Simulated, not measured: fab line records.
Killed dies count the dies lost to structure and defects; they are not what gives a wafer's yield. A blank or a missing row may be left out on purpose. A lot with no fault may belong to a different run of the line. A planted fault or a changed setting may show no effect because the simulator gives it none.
Which of the tools did it? | flow nandHarc | Sampling: 14 lots, 42 wafers, 3 of 1159 route steps

WHAT THE GAUGES SHOWED, per wafer
NHARC_P_M2_THK_MEAS_24: measures by xrf.
lot  | measured     | on           | thkNm (nm)
L801 | day 6 04:32  | filmMetro-02 | 144.7 145.5 142.2
L802 | day 6 07:56  | filmMetro-01 | 144.7 142.8 145.4
L803 | day 6 17:32  | filmMetro-02 | 142.3 141.2 142.9
L804 | day 6 21:04  | filmMetro-02 | 146.1 148.8 145.2
L806 | day 7 10:20  | filmMetro-01 | 141.9 144.3 142.2
L809 | day 8 14:15  | filmMetro-02 | 146.5 148.4 146.4
L814 | day 9 14:39  | filmMetro-02 | 142.9 143.4 142.7
L817 | day 10 08:32 | filmMetro-02 | 142.5 142.0 140.2
L819 | day 10 09:23 | filmMetro-02 | 148.7 146.8 145.0
L818 | day 10 10:23 | filmMetro-01 | 142.3 142.5 142.6
L820 | day 10 22:20 | filmMetro-01 | 143.9 147.0 144.1
L821 | day 11 04:02 | filmMetro-01 | 147.4 144.9 146.8
L823 | day 11 12:52 | filmMetro-02 | 147.1 146.3 144.3
L824 | day 11 17:41 | filmMetro-02 | 143.2 146.6 145.9

NHARC_P_BONDPAD_THK_MEAS_33: measures by ellipsometry.
lot  | measured     | on           | thkNm (nm)
L801 | day 6 05:59  | filmMetro-02 | 199.7 203.7 201.3
L802 | day 6 09:23  | filmMetro-02 | 200.4 200.7 199.3
L803 | day 6 19:35  | filmMetro-01 | 201.3 197.7 200.6
L804 | day 6 22:28  | filmMetro-01 | 197.6 198.3 202.2
L806 | day 7 11:41  | filmMetro-02 | 196.6 200.5 196.8
L809 | day 8 15:37  | filmMetro-01 | 200.5 199.2 196.2
L814 | day 9 16:14  | filmMetro-02 | 199.1 200.8 203.0
L817 | day 10 09:55 | filmMetro-01 | 202.3 204.2 201.5
L819 | day 10 10:56 | filmMetro-02 | 199.7 201.5 201.5
L818 | day 10 11:44 | filmMetro-02 | 201.4 200.8 202.5
L820 | day 10 23:43 | filmMetro-01 | 196.7 198.8 197.9
L821 | day 11 05:47 | filmMetro-02 | 201.7 197.5 202.4
L823 | day 11 14:14 | filmMetro-02 | 197.1 199.2 199.4
L824 | day 11 19:04 | filmMetro-02 | 204.0 200.8 201.7

TOOL THAT RAN EACH LOT (tool first, then ch and the chambers of the sampled wafers, then the start)
lot  | NHARC_P_M2_PRE_CLEAN_32
L801 | pecvd-01 ch 0,1,2, day 6 04:50
L802 | pecvd-03 ch 0,1,2, day 6 08:11
L803 | pecvd-01 ch 0,1,2, day 6 18:25
L804 | pecvd-04 ch 0,1,2, day 6 21:19
L806 | pecvd-01 ch 0,2, day 7 10:34
L809 | pecvd-04 ch 0,2, day 8 14:30
L814 | pecvd-01 ch 0,1,2, day 9 14:57
L817 | pecvd-01 ch 1,2, day 10 08:47
L819 | pecvd-04 ch 0,1,2, day 10 09:37
L818 | pecvd-03 ch 0,1,2, day 10 10:37
L820 | pecvd-03 ch 0,1,2, day 10 22:34
L821 | pecvd-04 ch 0,1,2, day 11 04:17
L823 | pecvd-03 ch 0,1,2, day 11 13:08
L824 | pecvd-03 ch 0,1,2, day 11 17:56
- NHARC_P_M2_PRE_CLEAN_32: time 12 s.

WHAT THE TOOLS THEMSELVES READ (means of the sampled wafers that have a number; where no wafer has one, the mark that the record gives instead)
NHARC_P_M2_PRE_CLEAN_32.
lot  | tool     | heaterPowerW (W) | rfFwdPowerW (W)
L801 | pecvd-01 | 642              | 292.3
L802 | pecvd-03 | 618              | 291.6
L803 | pecvd-01 | 615              | 292.6
L804 | pecvd-04 | 566              | 292.3
L806 | pecvd-01 | 688              | 292.6
L809 | pecvd-04 | 580              | 292.9
L814 | pecvd-01 | 618              | 292.4
L817 | pecvd-01 | 606              | 291.9
L819 | pecvd-04 | 629              | 292.7
L818 | pecvd-03 | 591              | 293.0
L820 | pecvd-03 | 614              | 292.7
L821 | pecvd-04 | 554              | 292.8
L823 | pecvd-03 | 600              | 292.6
L824 | pecvd-03 | 610              | 292.7

THE ANSWER, worked out from the rows above alone
Rule: what is usual is taken from the lots themselves. The widest of any qualifying gaps counts: lots, ordered by their means at a reading, are off when they make up no more than a third of the lots, leave a main group of 4 or more, and stand apart from it by 3 or more times the standard deviation of that group's means. The tables above print the reading to a certain number of digits; a main group whose means all agree to those digits is not used. Also off: a lot with no number at a reading for which 4 or more lots have one. All remaining lots with rows at the step are treated as sound. First the gauges in route order, then the tools' own readings, where a lot's mean is used as printed above. At the first step where some lot is off, the reading lying furthest off is the one used; lots without a number count as furthest.
No lot is off at any reading shown: from this, nothing can be told.

WHAT THE SIMULATOR HAD PUT IN
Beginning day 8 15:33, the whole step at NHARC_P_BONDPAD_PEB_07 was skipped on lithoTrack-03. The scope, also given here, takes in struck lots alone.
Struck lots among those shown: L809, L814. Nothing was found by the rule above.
